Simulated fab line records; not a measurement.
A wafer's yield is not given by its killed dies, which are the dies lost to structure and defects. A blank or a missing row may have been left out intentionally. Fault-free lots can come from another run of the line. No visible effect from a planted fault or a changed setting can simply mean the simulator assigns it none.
One fault seen from 2 desks | flow n5-finfet | numbers are kept per desk, each desk with only its own; the story behind them comes last

THE METROLOGY DESK
What the gauges read for every lot (on any tool): the sampled wafers with a number, averaged. Marked OUT: a lot whose mean sits more than 4 standard deviations from the usual mean, which makes it out of limits; the brackets give that distance.
Columns: A = trench-depth-nm at N5_STI_FIN_REVEAL_FIN_H_MEAS_10, usual 51.7 nm; B = thk-nm at N5_DUMMY_GATE_THK_MEAS_05, usual 72.1 nm
lot  | first seen here | A               | B
L315 | day 2 14:59     | 51.7            | 71.8
L316 | day 2 22:06     | 51.2            | 71.4
L317 | day 3 04:01     | 51.8            | 71.8
L318 | day 3 10:00     | 51.8            | 71.4
L319 | day 3 14:19     | 50.8            | 71.7
L320 | day 3 21:50     | 51.8            | 72.2
L326 | day 5 07:20     | 50.4            | 71.9
L327 | day 5 15:34     | 49.0 (-4.7) OUT | 73.3
L328 | day 5 18:29     | 50.7            | 72.3
L330 | day 6 07:11     | 51.4            | 73.4
L335 | day 7 13:29     | 51.0            | 72.8
L337 | day 8 01:30     | 52.5            | 71.4
This desk's verdict: out of limits on L327, starting with L327 at day 5 15:34 (trench-depth-nm at N5_STI_FIN_REVEAL_FIN_H_MEAS_10). In limits: L315, L316, L317, L318, L319, L320, L326, L328, L330, L335, L337.

FOR THE TOOL OWNER'S DESK: vapor-etch-02
The tool's own readings at N5_STI_FIN_REVEAL_RECESS_09 (chemistry HF/NH3, target SiO2, afs cycles 11, target depth 42.5 nm, sublimation time 60 s): means of the sampled wafers that have a number, for each lot that ran on this tool. Marked OUT: a lot whose mean sits more than 4 standard deviations from the usual mean, which makes it out of limits; the brackets give that distance.
Columns: A = drypump-motor-current-A at N5_STI_FIN_REVEAL_RECESS_09, usual 6.0 A
lot  | first seen here | A
L315 | day 2 11:46     | 5.4
L316 | day 2 19:14     | 5.9
L320 | day 3 19:40     | 5.4
L326 | day 5 04:37     | 6.3
L327 | day 5 12:50     | 4.9
L328 | day 5 15:47     | 5.9
Finding of this desk: none of the 6 lots has anything out of limits.

PUT TOGETHER
An alarm was possible from the metrology desk at day 5 15:34, on L327.
Nothing out of limits was seen by the tool owner's desk.
Tool owner's desk: L327 on record, inside its limits.
All the named lots went through N5_STI_FIN_REVEAL_RECESS_09 on vapor-etch-02.

WHAT THE SIMULATOR HAD PUT IN
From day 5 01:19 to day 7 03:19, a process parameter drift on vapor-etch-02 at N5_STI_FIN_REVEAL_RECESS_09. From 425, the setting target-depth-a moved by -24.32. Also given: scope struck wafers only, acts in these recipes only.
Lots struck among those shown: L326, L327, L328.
Hours from the fault's start to each desk's first reading out of limits: the metrology desk, 14.
